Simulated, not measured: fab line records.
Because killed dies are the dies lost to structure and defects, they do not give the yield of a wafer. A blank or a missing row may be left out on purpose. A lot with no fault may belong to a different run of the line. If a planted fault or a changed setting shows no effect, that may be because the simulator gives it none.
Which tool was responsible? :: flow n5-finfet :: 9 lots, 27 wafers sampled, at 5 steps of a route of 1938

## WHAT EACH GAUGE READ, for each wafer
N5_BEOL_M4_RC_MEAS_101. Usual: DIBL_N 36.2 mV/V, standard deviation 1.2; DIBL_P 36.3 mV/V, standard deviation 1.3; IOFF_N 0.155 nA/um, standard deviation 0.019; IOFF_P 0.210 nA/um, standard deviation 0.029; ION_N 677 uA/um, standard deviation 8.6; ION_P 465 uA/um, standard deviation 6.8; SS_N 71.4 mV/dec, standard deviation 0.48; SS_P 73.2 mV/dec, standard deviation 0.53; VT_N 249.9 mV, standard deviation 2.4; VT_P -250 mV, standard deviation 3.2.
lot: L162
measured: day 8 08:42
on: prober-01
DIBL_N (mV/V): 35.3 36.7 34.3
DIBL_P (mV/V): 36.5 38.1 35.1
IOFF_N (nA/um): 0.138 0.162 0.116
IOFF_P (nA/um): 0.190 0.215 0.163
ION_N (uA/um): 682 675 674
ION_P (uA/um): 470 464 460
SS_N (mV/dec): 70.8 72.0 70.3
SS_P (mV/dec): 73.2 73.5 72.9
VT_N (mV): 250.0 250.2 257.5
VT_P (mV): -251 -249 -254
flag: 

lot: L164
measured: day 8 20:08
on: prober-01
DIBL_N (mV/V): 34.5 34.6 34.0
DIBL_P (mV/V): 35.1 34.9 34.1
IOFF_N (nA/um): 0.138 0.140 0.121
IOFF_P (nA/um): 0.196 0.194 0.177
ION_N (uA/um): 682 670 664
ION_P (uA/um): 470 465 456
SS_N (mV/dec): 70.4 70.7 70.3
SS_P (mV/dec): 73.4 72.7 72.9
VT_N (mV): 250.0 251.1 253.0
VT_P (mV): -249 -251 -254
flag: 

lot: L166
measured: day 9 14:22
on: prober-02
DIBL_N (mV/V): 37.6 37.2 36.1
DIBL_P (mV/V): 37.0 36.6 35.7
IOFF_N (nA/um): 0.164 0.149 0.144
IOFF_P (nA/um): 0.198 0.181 0.183
ION_N (uA/um): 679 673 674
ION_P (uA/um): 458 457 465
SS_N (mV/dec): 71.6 71.4 71.0
SS_P (mV/dec): 73.7 74.1 73.3
VT_N (mV): 248.7 252.1 251.6
VT_P (mV): -252 -253 -251
flag: 

lot: L172
measured: day 11 13:34
on: prober-01
DIBL_N (mV/V): 35.5 37.7 35.9
DIBL_P (mV/V): 35.8 37.8 35.3
IOFF_N (nA/um): 0.165 0.204 0.152
IOFF_P (nA/um): 0.222 0.267 0.218
ION_N (uA/um): 687 678 678
ION_P (uA/um): 467 470 469
SS_N (mV/dec): 71.0 71.8 71.9
SS_P (mV/dec): 73.1 73.8 73.3
VT_N (mV): 245.4 246.3 252.4
VT_P (mV): -249 -248 -250
flag: 

lot: L180
measured: day 12 20:55
on: prober-02
DIBL_N (mV/V): 35.8 35.6 34.0
DIBL_P (mV/V): 36.8 36.4 34.9
IOFF_N (nA/um): 0.170 0.158 0.139
IOFF_P (nA/um): 0.225 0.217 0.197
ION_N (uA/um): 678 681 679
ION_P (uA/um): 472 469 467
SS_N (mV/dec): 71.5 71.2 70.5
SS_P (mV/dec): 73.3 73.2 73.4
VT_N (mV): 245.8 249.6 247.4
VT_P (mV): -248 -248 -249
flag: 

lot: L181
measured: day 13 15:44
on: prober-02
DIBL_N (mV/V): 34.4 35.5 35.8
DIBL_P (mV/V): 35.3 36.5 36.0
IOFF_N (nA/um): 0.122 0.139 0.135
IOFF_P (nA/um): 0.160 0.180 0.172
ION_N (uA/um): 668 681 664
ION_P (uA/um): 457 462 452
SS_N (mV/dec): 70.6 71.3 71.3
SS_P (mV/dec): 72.8 73.1 72.6
VT_N (mV): 253.7 249.6 249.5
VT_P (mV): -255 -254 -251
flag: 

lot: L182
measured: day 13 20:10
on: prober-02
DIBL_N (mV/V): 37.6 37.3 37.2
DIBL_P (mV/V): 36.5 37.1 36.3
IOFF_N (nA/um): 0.155 0.156 0.147
IOFF_P (nA/um): 0.207 0.218 0.203
ION_N (uA/um): 665 680 671
ION_P (uA/um): 457 465 467
SS_N (mV/dec): 71.7 71.6 71.3
SS_P (mV/dec): 72.6 72.3 73.1
VT_N (mV): 250.2 250.3 250.7
VT_P (mV): -250 -249 -249
flag: 

lot: L183
measured: day 14 17:31
on: prober-02
DIBL_N (mV/V): 36.7 36.6 37.7
DIBL_P (mV/V): 36.1 35.9 38.0
IOFF_N (nA/um): 0.170 0.166 0.184
IOFF_P (nA/um): 0.206 0.199 0.240
ION_N (uA/um): 676 676 690
ION_P (uA/um): 466 461 471
SS_N (mV/dec): 71.5 70.6 72.1
SS_P (mV/dec): 73.0 73.5 73.9
VT_N (mV): 247.0 250.3 245.6
VT_P (mV): -251 -252 -249
flag: 

lot: L184
measured: day 14 10:47
on: prober-02
DIBL_N (mV/V): 35.4 36.9 37.4
DIBL_P (mV/V): 33.4 35.5 36.0
IOFF_N (nA/um): 0.128 0.159 0.164
IOFF_P (nA/um): 0.159 0.188 0.199
ION_N (uA/um): 657 673 674
ION_P (uA/um): 451 459 458
SS_N (mV/dec): 70.9 71.7 71.9
SS_P (mV/dec): 72.4 72.8 73.6
VT_N (mV): 252.2 250.4 249.7
VT_P (mV): -254 -251 -252
flag: 

## WHAT TOOL EACH LOT RAN ON (gives the tool, then ch and the chambers of the sampled wafers, and finally the start)
lot: L162
N5_STI_FIN_REVEAL_ETCH_34: rie-si-02 ch 0,1,2, day 2 18:37
N5_STI_FIN_REVEAL_OXIDATION_31: plasma-asher-02 ch 0,1, day 2 18:42
N5_DUMMY_GATE_COAT_35: litho-track-05 ch 0, day 3 08:50
N5_DUMMY_GATE_DESCUM_20: rie-diel-03 ch 0,3, day 3 09:16

lot: L164
N5_STI_FIN_REVEAL_ETCH_34: rie-si-01 ch 2,3, day 3 08:18
N5_STI_FIN_REVEAL_OXIDATION_31: plasma-asher-02 ch 0,1, day 3 08:23
N5_DUMMY_GATE_COAT_35: litho-track-04 ch 0, day 3 17:13
N5_DUMMY_GATE_DESCUM_20: rie-diel-03 ch 1,2, day 3 18:03

lot: L166
N5_STI_FIN_REVEAL_ETCH_34: rie-si-02 ch 0,1, day 3 18:28
N5_STI_FIN_REVEAL_OXIDATION_31: plasma-asher-01 ch 0,1, day 3 18:31
N5_DUMMY_GATE_COAT_35: litho-track-01 ch 0, day 4 05:12
N5_DUMMY_GATE_DESCUM_20: rie-diel-05 ch 0,2,3, day 4 06:11

lot: L172
N5_STI_FIN_REVEAL_ETCH_34: rie-si-06 ch 0,1,2, day 5 06:04
N5_STI_FIN_REVEAL_OXIDATION_31: plasma-asher-01 ch 0,1, day 5 06:07
N5_DUMMY_GATE_COAT_35: litho-track-01 ch 0, day 5 15:02
N5_DUMMY_GATE_DESCUM_20: rie-diel-03 ch 1,2,3, day 5 15:25

lot: L180
N5_STI_FIN_REVEAL_ETCH_34: rie-si-02 ch 0,2,3, day 7 06:02
N5_STI_FIN_REVEAL_OXIDATION_31: plasma-asher-02 ch 0, day 7 06:06
N5_DUMMY_GATE_COAT_35: litho-track-01 ch 0, day 7 14:58
N5_DUMMY_GATE_DESCUM_20: rie-diel-05 ch 0,2,3, day 7 15:49

lot: L181
N5_STI_FIN_REVEAL_ETCH_34: rie-si-01 ch 0,2,3, day 7 14:21
N5_STI_FIN_REVEAL_OXIDATION_31: plasma-asher-01 ch 0,1, day 7 14:25
N5_DUMMY_GATE_COAT_35: litho-track-01 ch 0, day 8 00:40
N5_DUMMY_GATE_DESCUM_20: rie-diel-05 ch 0,1,2, day 8 01:03

lot: L182
N5_STI_FIN_REVEAL_ETCH_34: rie-si-01 ch 0,1,2, day 7 19:48
N5_STI_FIN_REVEAL_OXIDATION_31: plasma-asher-01 ch 0, day 7 19:52
N5_DUMMY_GATE_COAT_35: litho-track-05 ch 0, day 8 05:14
N5_DUMMY_GATE_DESCUM_20: rie-diel-03 ch 1,3, day 8 05:38

lot: L183
N5_STI_FIN_REVEAL_ETCH_34: rie-si-02 ch 1,2,3, day 8 07:10
N5_STI_FIN_REVEAL_OXIDATION_31: plasma-asher-02 ch 0,1, day 8 07:15
N5_DUMMY_GATE_COAT_35: litho-track-04 ch 0, day 8 16:05
N5_DUMMY_GATE_DESCUM_20: rie-diel-03 ch 1,2, day 8 16:38

lot: L184
N5_STI_FIN_REVEAL_ETCH_34: rie-si-01 ch 0,3, day 8 10:30
N5_STI_FIN_REVEAL_OXIDATION_31: plasma-asher-01 ch 0,1, day 8 10:34
N5_DUMMY_GATE_COAT_35: litho-track-05 ch 0, day 8 20:44
N5_DUMMY_GATE_DESCUM_20: rie-diel-06 ch 0,2, day 8 21:15
- N5_STI_FIN_REVEAL_ETCH_34: etches Si in H2, material Si, target depth 0.97 nm.
- N5_STI_FIN_REVEAL_OXIDATION_31: chemistry O2 PLASMA REMOTE, time 20 s.
- N5_DUMMY_GATE_COAT_35: time 60 s, resist thk 10 nm.
- N5_DUMMY_GATE_DESCUM_20: chemistry O2, time 6.2 s.

## WHAT THE TOOLS THEMSELVES READ (means of the sampled wafers that have a number; where no wafer has one, the mark that the record gives instead)
N5_STI_FIN_REVEAL_ETCH_34. Usual: drypump-motor-current-A 5.6 A, standard deviation 0.49; oes-product-au 1.001 a.u., standard deviation 0.011; throttle-valve-pct 25.77 %, standard deviation 0.28.
lot: L162
tool: rie-si-02
drypump-motor-current-A (A): 5.7
oes-product-au (a.u.): 1.009
throttle-valve-pct (%): 25.75
flag: 

lot: L164
tool: rie-si-01
drypump-motor-current-A (A): 4.9
oes-product-au (a.u.): 0.996
throttle-valve-pct (%): 25.92
flag: 

lot: L166
tool: rie-si-02
drypump-motor-current-A (A): 5.9
oes-product-au (a.u.): 1.017
throttle-valve-pct (%): 25.60
flag: 

lot: L172
tool: rie-si-06
drypump-motor-current-A (A): 5.3
oes-product-au (a.u.): 0.991
throttle-valve-pct (%): 25.61
flag: 

lot: L180
tool: rie-si-02
drypump-motor-current-A (A): 5.7
oes-product-au (a.u.): 0.994
throttle-valve-pct (%): 25.80
flag: 

lot: L181
tool: rie-si-01
drypump-motor-current-A (A): 5.4
oes-product-au (a.u.): 0.999
throttle-valve-pct (%): 25.93
flag: 

lot: L182
tool: rie-si-01
drypump-motor-current-A (A): 5.7
oes-product-au (a.u.): 0.999
throttle-valve-pct (%): 25.80
flag: 

lot: L183
tool: rie-si-02
drypump-motor-current-A (A): 5.8
oes-product-au (a.u.): 0.998
throttle-valve-pct (%): 25.67
flag: 

lot: L184
tool: rie-si-01
drypump-motor-current-A (A): 5.6
oes-product-au (a.u.): 1.001
throttle-valve-pct (%): 26.07
flag: 

N5_STI_FIN_REVEAL_OXIDATION_31. Usual: drypump-motor-current-A 6.0 A, standard deviation 0.55; heater-power-w 137 W, standard deviation 13.
lot: L162
tool: plasma-asher-02
drypump-motor-current-A (A): 5.8
heater-power-w (W): 129
flag: 

lot: L164
tool: plasma-asher-02
drypump-motor-current-A (A): 5.8
heater-power-w (W): 129
flag: 

lot: L166
tool: plasma-asher-01
drypump-motor-current-A (A): 5.9
heater-power-w (W): 153
flag: 

lot: L172
tool: plasma-asher-01
drypump-motor-current-A (A): 5.8
heater-power-w (W): 152
flag: 

lot: L180
tool: plasma-asher-02
drypump-motor-current-A (A): 6.7
heater-power-w (W): 128
flag: 

lot: L181
tool: plasma-asher-01
drypump-motor-current-A (A): 6.2
heater-power-w (W): 145
flag: 

lot: L182
tool: plasma-asher-01
drypump-motor-current-A (A): 6.5
heater-power-w (W): 138
flag: 

lot: L183
tool: plasma-asher-02
drypump-motor-current-A (A): 6.2
heater-power-w (W): 128
flag: 

lot: L184
tool: plasma-asher-01
drypump-motor-current-A (A): 6.2
heater-power-w (W): 145
flag: 

N5_DUMMY_GATE_COAT_35. Usual: spin-speed-rpm reads 1499.9 rpm (standard deviation 1.1).
lot: L162
tool: litho-track-05
spin-speed-rpm (rpm): 1499.6
flag: 

lot: L164
tool: litho-track-04
spin-speed-rpm (rpm): 1500.1
flag: 

lot: L166
tool: litho-track-01
spin-speed-rpm (rpm): 1500.3
flag: 

lot: L172
tool: litho-track-01
spin-speed-rpm (rpm): 1499.7
flag: 

lot: L180
tool: litho-track-01
spin-speed-rpm (rpm): 1803.8
flag: OFF

lot: L181
tool: litho-track-01
spin-speed-rpm (rpm): 1804.6
flag: OFF

lot: L182
tool: litho-track-05
spin-speed-rpm (rpm): 1500.1
flag: 

lot: L183
tool: litho-track-04
spin-speed-rpm (rpm): 1500.0
flag: 

lot: L184
tool: litho-track-05
spin-speed-rpm (rpm): 1499.9
flag: 

N5_DUMMY_GATE_DESCUM_20. Usual: bias-power-w 19.99 W, standard deviation 0.063; drypump-motor-current-A 5.5 A, standard deviation 0.42; oes-product-au 0.79 a.u., standard deviation 0.077; rf-vpp-V 243.4 V, standard deviation 1.2; showerhead-plenum-p-Torr 2.10 Torr, standard deviation 0.044; throttle-valve-pct 20.36 %, standard deviation 0.23.
lot: L162
tool: rie-diel-03
bias-power-w (W): 20.08
drypump-motor-current-A (A): 5.7
oes-product-au (a.u.): 0.76
rf-vpp-V (V): 243.3
showerhead-plenum-p-Torr (Torr): 2.09
throttle-valve-pct (%): 20.53
flag: 

lot: L164
tool: rie-diel-03
bias-power-w (W): 19.97
drypump-motor-current-A (A): 5.5
oes-product-au (a.u.): 0.78
rf-vpp-V (V): 244.5
showerhead-plenum-p-Torr (Torr): 2.16
throttle-valve-pct (%): 20.12
flag: 

lot: L166
tool: rie-diel-05
bias-power-w (W): 19.94
drypump-motor-current-A (A): 5.4
oes-product-au (a.u.): 0.79
rf-vpp-V (V): 243.3
showerhead-plenum-p-Torr (Torr): 2.10
throttle-valve-pct (%): 20.47
flag: 

lot: L172
tool: rie-diel-03
bias-power-w (W): 20.03
drypump-motor-current-A (A): 5.5
oes-product-au (a.u.): 0.77
rf-vpp-V (V): 244.0
showerhead-plenum-p-Torr (Torr): 2.13
throttle-valve-pct (%): 20.30
flag: 

lot: L180
tool: rie-diel-05
bias-power-w (W): 19.99
drypump-motor-current-A (A): 5.4
oes-product-au (a.u.): 0.76
rf-vpp-V (V): 243.7
showerhead-plenum-p-Torr (Torr): 2.09
throttle-valve-pct (%): 20.51
flag: 

lot: L181
tool: rie-diel-05
bias-power-w (W): 19.99
drypump-motor-current-A (A): 5.2
oes-product-au (a.u.): 0.79
rf-vpp-V (V): 243.0
showerhead-plenum-p-Torr (Torr): 2.07
throttle-valve-pct (%): 20.52
flag: 

lot: L182
tool: rie-diel-03
bias-power-w (W): 20.01
drypump-motor-current-A (A): 5.3
oes-product-au (a.u.): 0.77
rf-vpp-V (V): 243.4
showerhead-plenum-p-Torr (Torr): 2.09
throttle-valve-pct (%): 20.49
flag: 

lot: L183
tool: rie-diel-03
bias-power-w (W): 19.99
drypump-motor-current-A (A): 5.3
oes-product-au (a.u.): 0.78
rf-vpp-V (V): 242.9
showerhead-plenum-p-Torr (Torr): 2.13
throttle-valve-pct (%): 20.20
flag: 

lot: L184
tool: rie-diel-06
bias-power-w (W): 19.99
drypump-motor-current-A (A): 5.7
oes-product-au (a.u.): 0.75
rf-vpp-V (V): 243.0
showerhead-plenum-p-Torr (Torr): 2.10
throttle-valve-pct (%): 20.57
flag: 

## THE ANSWER, worked out from the rows above alone
Rule: lot off if the mean of its wafers having a number is beyond 3 standard deviations from the usual mean. A lot without any number at a reading at which 4 lots or more have one is off too. Where the step has rows for the other lots, those lots are counted as sound. After the gauges, taken in route order, come the tools' own readings; for these a lot's mean is taken, as printed above. At the first step where some lot is off, the reading lying furthest off is the one used; lots without a number count as furthest.
Off at N5_DUMMY_GATE_COAT_35 (spin-speed-rpm): L180, L181.
A tool fits if, at that step or a process step before it, it ran every lot that is off, and no sound lot after the first of them. One fits: litho-track-01 at N5_DUMMY_GATE_COAT_35. Its last sound lot is L172 (day 5 15:02), its first lot that is off L180 (day 7 14:58): a fault that began between those two fits.
On the lots that are off, the tool's own readings at N5_DUMMY_GATE_COAT_35 differ by more than 5 times the standard deviation of the sound lots' means, which bears it out; spin-speed-rpm reads 1804.2 rpm there versus 1500.0 rpm on the sound lots.

## WHAT THE SIMULATOR HAD PUT IN
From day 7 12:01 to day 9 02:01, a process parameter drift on litho-track-01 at N5_DUMMY_GATE_COAT_35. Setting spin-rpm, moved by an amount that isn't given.
Shown lots that were struck: L180, L181. The rule given above showed the same thing.
